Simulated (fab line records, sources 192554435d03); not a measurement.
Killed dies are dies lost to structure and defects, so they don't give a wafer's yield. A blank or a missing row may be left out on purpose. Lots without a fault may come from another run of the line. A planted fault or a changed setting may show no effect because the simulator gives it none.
fab line records | flow n5_finfet | part 1 of 2: steps 1 to 3 of 6
record lots=21 wafers=63 last_day=17
route steps=1938 shown HKMG_FIN@451 GATE_CUT@490 MOL_CONTACT_COAG@549
lots that met no fault: from a run of the same line without faults
start_h: hours from the record's first day to the start of the lot's first wafer shown | wait_h: hours since the lot's step before | " the same as in the row above | L1.1+2: a row that stands for several wafers | - no value, or no start given | * or withheld: withheld | < > ~ a bound
route shown NAME@n: a module of which the file shows steps, and the number in the route of the first | usual: mean/standard deviation of fault-free wafers | same: alike in all rows | chamber/n: place in a boat | sites: the reading at each site | _std_site: their standard deviation | _edge_site: outer sites' mean less inner sites' | radius_mm: how far each site lies from the wafer's centre | mask NAME#n: copy n | behind: the tool/chamber that last shaped the wafer | hold: why the lot was held/for how many hours/how that ended | device: the transistor (n, p or np) that didn't switch | end of line: the same wafers' tests at the end of the route | a step without rows: its recipe alone | killed: dies lost to structure and defects at the first sort, not the wafer's yield | map: a wafer's dies, x killed, . not, _ none there
set.NAME: the setting as run; set.NAME@STEP: as run at that earlier step | model.NAME: the simulator's own value behind a step, which no gauge read
steps of the route over a sample of lots; a table a step, a row a wafer
services: from which hour (start_h, from the record's first day; less than 0 if before it) a tool's chamber was out of use, for how many hours, and why
## steps
# step N5_HKMG_FIN_ETCH_67
# recipe chemistry=N2/H2 target=SOC target_depth_a=3889 stop_on=TiN ion_energy_ev=100 bias_w=61 pressure_mtorr=30 source_w=850 n2_flow_sccm=200 h2_flow_sccm=200
# usual bias_w=60.99/0.2 drypump_motor_current_A=5.7/0.57 oes_product_au=0.76/0.087 rf_vpp_V=240.9/1.4 showerhead_plenum_p_Torr=2.56/0.09 throttle_valve_pct=17.93/0.29
# columns lot.wafer tool chamber start_h wait_h bias_w drypump_motor_current_A oes_product_au rf_hours_counter_h rf_vpp_V showerhead_plenum_p_Torr throttle_valve_pct
L074.2 rie_diel-05 1 80.63 - 61.23 5.4 0.70 216 238.7 2.41 18.26
L074.3 " 3 " " 60.64 6.3 0.70 231 240.2 2.63 18.02
L074.5 " 0 " " 61.04 4.8 0.70 - 238.5 2.42 18.00
L075.1 rie_diel-04 1 83.38 - 60.95 5.9 0.72 200 242.3 2.62 18.31
L075.3 " 3 " " 60.95 6.2 0.79 90 238.1 2.46 18.09
L075.5 " 1 " " 60.99 5.9 0.72 - 242.5 2.62 18.30
L076.1 rie_diel-04 0 88.33 - 60.86 6.7 0.76 153 241.5 2.65 17.80
L076.3 " 1 " " 61.06 5.8 0.72 202 241.1 2.62 18.30
L076.5 " 3 " " 61.24 6.2 0.79 - 239.7 2.46 18.08
L077.1 rie_diel-05 0 95.73 - 61.19 4.8 0.69 211 238.5 2.41 18.02
L077.3 " 2 " " 60.95 5.3 0.91 16 241.1 2.59 17.33
L077.6 " 1 " " 60.90 5.3 0.68 - 240.0 2.41 18.28
L078.1 rie_diel-06 3 105.34 - 60.95 5.9 0.81 66 240.5 2.58 17.73
L078.3 " 1 " " 60.89 4.8 0.71 183 241.4 2.51 17.84
L078.6 " 2 " " 60.91 5.1 0.82 - 242.8 2.70 17.59
L079.1 rie_diel-04 0 110.49 - 61.01 6.7 0.75 159 243.0 2.65 17.80
L079.3 " 1 " " 60.78 5.9 0.71 209 242.1 2.61 18.30
L079.6 " 1 " " 61.06 5.9 0.71 - 243.3 2.61 18.33
L080.1 rie_diel-05 1 117.54 - 61.00 5.3 0.68 230 239.0 2.41 18.30
L080.3 " 2 " " 60.93 5.3 0.89 23 241.1 2.59 17.36
L080.5 " 3 " " 61.18 6.3 0.69 - 241.3 2.62 18.06
L081.2 rie_diel-06 1 120.30 - 60.91 4.8 0.72 189 240.6 2.51 17.86
L081.3 " 3 " " 61.24 5.9 0.82 72 241.5 2.58 17.72
L081.5 " 0 " " 60.70 6.2 0.69 - 239.8 2.52 18.22
L082.1 rie_diel-04 0 129.87 - 60.92 6.7 0.75 167 242.3 2.65 17.83
L082.2 " 2 " " 61.20 5.7 0.66 239 241.7 2.49 17.99
L082.3 " 1 " " 61.23 5.9 0.70 218 241.2 2.61 18.33
L083.2 rie_diel-05 2 134.57 - 61.50 5.3 0.88 30 238.3 2.59 17.38
L083.4 " 2 " " 60.87 5.3 0.88 - 243.1 2.59 17.35
L083.5 " 1 " " 60.78 5.3 0.68 - 238.7 2.41 18.29
L085.3 rie_diel-06 3 144.47 - 61.29 5.9 0.81 82 240.3 2.58 17.75
L085.4 " 1 " " 60.85 4.8 0.71 194 240.6 2.51 17.85
L085.6 " 0 " " 60.95 6.3 0.69 - 240.0 2.52 18.27
L087.1 rie_diel-04 2 154.57 - 61.10 5.7 0.66 249 238.2 2.49 18.00
L087.3 " 0 " " 60.60 6.7 0.74 173 240.8 2.64 17.84
L087.6 " 2 " " 60.97 5.7 0.66 - 241.7 2.49 18.00
L088.1 rie_diel-06 2 160.87 - 60.89 5.1 0.79 82 241.7 2.69 17.66
L088.3 " 3 " " 60.90 5.9 0.80 89 241.7 2.57 17.76
L088.5 " 0 " " 60.63 6.2 0.69 - 240.5 2.51 18.26
L089.4 rie_diel-06 2 168.04 - 60.95 5.1 0.79 85 242.6 2.69 17.64
L089.5 " 3 " " 60.76 5.9 0.79 - 242.4 2.57 17.78
L089.6 " 0 " " 61.20 6.3 0.68 - 240.7 2.51 18.26
L090.1 rie_diel-04 3 172.59 - 60.86 6.2 0.76 122 240.0 2.45 18.15
L090.2 " 0 " " 60.72 6.7 0.75 181 242.6 2.64 17.88
L090.5 " 0 " " 61.06 6.6 0.74 - 240.5 2.64 17.86
L091.2 rie_diel-06 3 180.14 - 60.96 5.9 0.78 96 241.0 2.57 17.78
L091.3 " 0 " " 61.31 6.2 0.68 244 240.4 2.51 18.28
L091.4 " 2 " " 61.28 5.1 0.78 89 241.3 2.69 17.66
L092.2 rie_diel-06 0 185.72 - 60.94 6.2 0.68 245 241.2 2.51 18.27
L092.5 " 3 " " 61.01 5.9 0.79 - 241.7 2.57 17.78
L092.6 " 0 " " 60.71 6.3 0.67 - 240.7 2.51 18.28
L094.1 rie_diel-05 1 198.82 - 61.01 5.3 0.95 5 243.3 2.72 17.93
L094.4 " 3 " " 61.00 6.3 0.91 16 240.1 2.61 17.70
L094.6 " 3 " " 60.96 6.3 0.93 - 241.9 2.61 17.72
L095.1 rie_diel-04 3 202.41 - 61.03 6.2 0.74 133 238.7 2.44 18.16
L095.3 " 1 " " 60.71 5.9 0.68 246 240.8 2.60 18.37
L095.4 " 0 " " 60.78 6.7 0.72 192 242.3 2.64 17.88
L096.1 rie_diel-05 0 215.97 - 61.03 4.8 1.01 0 243.2 2.72 17.71
L096.3 " 1 " " 60.69 5.3 0.93 11 242.5 2.72 17.92
L096.4 " 3 " " 61.33 6.3 0.90 22 240.7 2.61 17.71
L097.2 rie_diel-05 0 222.28 - 61.29 4.8 0.98 3 242.4 2.72 17.72
L097.5 " 3 " " 61.16 6.4 0.90 - 240.4 2.61 17.72
L097.6 " 0 " " 60.85 4.8 0.99 - 243.2 2.72 17.71
# step N5_HKMG_FIN_CMP_94
# recipe stop_on=SiNx post_cmp_clean=w_dilute_nh4oh t_overpolish_s=4.7 down_force_psi=4 platen_rpm=50.289 pad_velocity_m_s=1.0006 target_thk_nm=43.299
# usual edge_zone_pressure_frac=0.999/0.0048 motor_current_A=11.4/0.73 platen_rpm=50.29/0.036
# columns lot.wafer tool chamber start_h wait_h edge_zone_pressure_frac motor_current_A platen_rpm
L074.2 cmp-02 2 82.44 0.3 1.000 11.0 50.38
L074.3 " 3 " " 0.995 11.6 50.29
L074.5 " 0 " " 1.008 10.8 50.26
L075.3 cmp-03 2 85.21 0.4 1.009 11.1 50.38
L075.1 " 3 " " 1.003 11.3 50.33
L075.5 " 2 " " 0.998 10.2 50.31
L076.1 cmp-03 2 90.15 0.4 1.002 10.9 50.26
L076.3 " 3 " " 0.999 11.4 50.32
L076.5 " 3 " " 0.999 11.4 50.33
L077.1 cmp-02 1 97.58 0.3 1.001 11.9 50.29
L077.3 " 2 " " 0.994 11.1 50.28
L077.6 " 3 " " 1.006 12.0 50.28
L078.1 cmp-02 1 107.11 0.4 1.000 12.3 50.25
L078.3 " 2 " " 1.004 10.3 50.34
L078.6 " 2 " " 1.006 10.7 50.27
L079.3 cmp-03 3 112.37 0.3 0.990 11.4 50.27
L079.1 " 0 " " 1.004 11.9 50.35
L079.6 " 2 " " 1.002 10.7 50.25
L080.3 cmp-03 2 119.41 0.3 0.999 10.1 50.35
L080.1 " 3 " " 0.997 11.7 50.29
L080.5 " 1 " " 0.992 11.2 50.36
L081.2 cmp-02 3 122.12 0.3 0.998 11.2 50.23
L081.3 " 0 " " 0.997 11.4 50.26
L081.5 " 1 " " 0.995 12.1 50.27
L082.2 cmp-03 2 131.72 0.4 1.004 10.7 50.31
L082.1 " 3 " " 0.995 11.4 50.24
L082.3 " 0 " " 0.997 11.3 50.21
L083.2 cmp-02 2 136.60 0.3 1.004 10.9 50.36
L083.4 " 0 " " 1.000 11.5 50.27
L083.5 " 2 " " 1.001 10.4 50.30
L085.4 cmp-02 3 146.32 0.3 1.010 11.9 50.33
L085.3 " 0 " " 0.999 11.1 50.29
L085.6 " 1 " " 1.000 12.7 50.28
L087.3 cmp-03 0 156.35 0.3 0.996 11.2 50.32
L087.1 " 1 " " 1.002 11.1 50.37
L087.6 " 3 " " 1.014 11.0 50.28
L088.3 cmp-01 2 162.78 0.3 0.985 9.7 50.33
L088.1 " 3 " " 1.001 12.2 50.33
L088.5 " 2 " " 0.998 9.8 50.28
L089.4 cmp-01 2 169.85 0.3 0.997 10.1 50.27
L089.5 " 0 " " 0.996 11.4 50.27
L089.6 " 1 " " 0.997 12.9 50.30
L090.2 cmp-02 1 174.42 0.3 0.997 11.7 50.29
L090.1 " 2 " " 0.990 11.0 50.30
L090.5 " 0 " " 0.997 10.8 50.34
L091.3 cmp-02 0 181.90 0.4 1.002 10.9 50.29
L091.4 " 1 " " 0.997 12.2 50.35
L091.2 " 3 " " 0.999 10.8 50.27
L092.2 cmp-02 3 187.56 0.2 0.996 11.7 50.29
L092.5 " 0 " " 0.991 11.0 50.31
L092.6 " 1 " " 0.995 11.9 50.29
L094.4 cmp-02 1 200.74 0.4 1.001 11.6 50.25
L094.1 " 2 " " 0.999 11.0 50.30
L094.6 " 2 " " 0.993 10.9 50.30
L095.4 cmp-01 1 204.17 0.4 0.995 13.3 50.28
L095.1 " 2 " " 1.003 10.1 50.32
L095.3 " 0 " " 0.998 11.8 50.27
L096.1 cmp-03 3 217.75 0.4 0.998 11.5 50.29
L096.4 " 0 " " 1.000 11.8 50.33
L096.3 " 1 " " 0.996 11.5 50.29
L097.2 cmp-01 2 224.44 0.3 1.000 10.5 50.31
L097.5 " 0 " " 0.993 12.3 50.33
L097.6 " 1 " " 0.999 12.7 50.31
# step N5_GATE_CUT_DESCUM_18
# recipe chemistry=O2 time_s=7 source_power_w=50 bias_power_w=20 pressure_mtorr=20 rf_frequency_hz=2.712e+07 temp_c=40 resist=CAR-EUV o2_flow_sccm=225
# usual bias_power_w=20.01/0.063 drypump_motor_current_A=5.8/0.42 oes_product_au=0.76/0.081 rf_vpp_V=243.6/1.2 showerhead_plenum_p_Torr=2.13/0.063 throttle_valve_pct=20.57/0.23
# columns lot.wafer tool chamber start_h wait_h bias_power_w drypump_motor_current_A oes_product_au rf_hours_counter_h rf_vpp_V showerhead_plenum_p_Torr throttle_valve_pct
L074.2 rie_diel-03 0 86.34 0.0 20.06 6.1 0.77 134 243.8 2.19 20.25
L074.3 " 2 " " 19.98 6.4 0.76 139 243.4 2.11 20.42
L074.5 " 1 " " 19.99 5.7 0.75 - 243.8 2.10 20.80
L075.1 rie_diel-01 0 89.14 0.1 20.11 5.1 0.75 148 243.9 2.21 20.51
L075.3 " 1 " " 19.99 5.6 0.68 219 242.0 2.10 20.45
L075.5 " 0 " " 20.21 5.1 0.76 - 244.9 2.21 20.50
L076.1 rie_diel-01 0 94.62 0.0 20.01 5.1 0.75 151 243.8 2.21 20.51
L076.3 " 2 " " 20.03 5.4 0.89 36 243.8 2.13 20.59
L076.5 " 0 " " 19.99 5.1 0.76 - 245.6 2.21 20.50
L077.1 rie_diel-03 1 101.45 0.0 20.11 5.7 0.75 150 242.5 2.10 20.80
L077.3 " 0 " " 20.00 6.1 0.78 138 244.8 2.19 20.27
L077.6 " 3 " " 19.92 6.6 0.95 - 245.9 2.24 20.21
L078.1 rie_diel-02 1 111.50 0.0 20.01 5.7 0.73 169 240.8 2.03 20.79
L078.3 " 0 " " 19.95 5.9 0.70 221 244.4 2.18 20.84
L078.6 " 2 " " 20.09 6.0 0.78 - 245.4 2.19 20.58
L079.1 rie_diel-03 2 116.49 0.1 19.93 6.4 0.75 148 243.6 2.10 20.43
L079.3 " 0 " " 20.03 6.1 0.76 143 245.3 2.19 20.25
L079.6 " 3 " " 20.09 6.6 0.92 - 245.1 2.24 20.22
L080.1 rie_diel-03 1 123.59 0.0 20.09 5.7 0.75 157 242.4 2.10 20.82
L080.3 " 2 " " 20.01 6.4 0.75 151 243.5 2.10 20.44
L080.5 " 1 " " 20.02 5.7 0.74 - 243.0 2.10 20.81
L081.2 rie_diel-01 1 126.05 0.1 19.96 5.7 0.66 232 241.4 2.09 20.47
L081.3 " 0 " " 20.04 5.1 0.74 161 244.1 2.21 20.53
L081.5 " 3 " " 19.97 6.3 0.69 - 242.6 2.04 20.34
L082.1 rie_diel-02 2 135.92 0.2 19.98 6.0 0.76 162 244.7 2.18 20.57
L082.2 " 3 " " 19.96 5.7 0.70 195 242.6 2.09 21.01
L082.3 " 1 " " 20.01 5.7 0.73 175 242.8 2.02 20.81
L083.2 rie_diel-01 1 140.63 0.0 20.08 5.6 0.67 237 243.2 2.09 20.48
L083.4 " 2 " " 20.02 5.4 0.87 - 243.8 2.12 20.63
L083.5 " 3 " " 20.04 6.3 0.68 - 241.4 2.04 20.36
L085.3 rie_diel-01 1 150.36 0.0 20.10 5.7 0.66 239 242.2 2.09 20.47
L085.4 " 2 " " 19.91 5.4 0.86 54 243.8 2.12 20.63
L085.6 " 1 " " 19.99 5.6 0.66 - 242.6 2.09 20.47
L087.1 rie_diel-01 2 161.01 0.3 19.96 5.4 0.87 57 244.2 2.12 20.62
L087.3 " 0 " " 19.93 5.1 0.74 169 246.1 2.21 20.56
L087.6 " 0 " " 19.95 5.1 0.74 - 245.0 2.21 20.52
L088.1 rie_diel-02 3 166.97 0.1 19.96 5.7 0.70 206 242.8 2.08 21.02
L088.3 " 1 " " 19.98 5.7 0.72 186 241.3 2.02 20.85
L088.5 " 3 " " 19.93 5.8 0.70 - 241.7 2.08 21.01
L089.4 rie_diel-01 2 173.85 0.0 19.98 5.4 0.86 62 243.6 2.12 20.65
L089.5 " 1 " " 20.11 5.6 0.66 - 242.0 2.09 20.49
L089.6 " 2 " " 19.98 5.4 0.85 - 242.7 2.12 20.62
L090.1 rie_diel-03 3 178.62 0.2 20.09 6.6 0.89 34 245.4 2.23 20.23
L090.2 " 0 " " 19.98 6.1 0.75 161 246.7 2.19 20.29
L090.5 " 2 " " 19.96 6.4 0.73 - 243.3 2.10 20.47
L091.2 rie_diel-02 0 186.09 0.0 19.95 5.9 0.68 246 243.6 2.17 20.87
L091.3 " 2 " " 19.99 6.0 0.75 179 244.1 2.18 20.58
L091.4 " 1 " " 20.02 5.7 0.72 193 242.1 2.02 20.84
L092.2 rie_diel-01 3 191.54 0.0 19.97 6.4 0.67 247 242.4 2.03 20.38
L092.5 " 0 " " 19.97 5.1 0.73 - 244.9 2.20 20.53
L092.6 " 2 " " 20.05 5.4 0.86 - 243.2 2.12 20.64
L094.1 rie_diel-03 0 204.96 0.0 20.03 6.1 0.74 167 244.0 2.18 20.30
L094.4 " 1 " " 19.96 5.7 0.72 178 241.7 2.09 20.84
L094.6 " 1 " " 19.95 5.7 0.72 - 242.2 2.09 20.84
L095.1 rie_diel-01 3 208.63 0.5 20.07 6.3 0.68 254 243.7 2.03 20.39
L095.3 " 2 " " 20.04 5.4 0.85 75 244.1 2.12 20.66
L095.4 " 2 " " 20.01 5.4 0.85 - 243.0 2.12 20.65
L096.1 rie_diel-01 0 221.96 0.3 19.93 5.1 0.73 191 244.1 2.20 20.56
L096.3 " 2 " " 20.08 5.4 0.84 80 244.2 2.11 20.66
L096.4 " 1 " " 19.98 5.6 0.95 - 243.0 2.08 20.16
L097.2 rie_diel-02 3 228.48 0.0 19.98 5.7 0.69 225 243.9 2.08 21.06
L097.5 " 3 " " 20.03 5.7 0.69 - 241.9 2.08 21.04
L097.6 " 0 " " 19.94 6.0 0.97 - 244.2 2.17 20.29
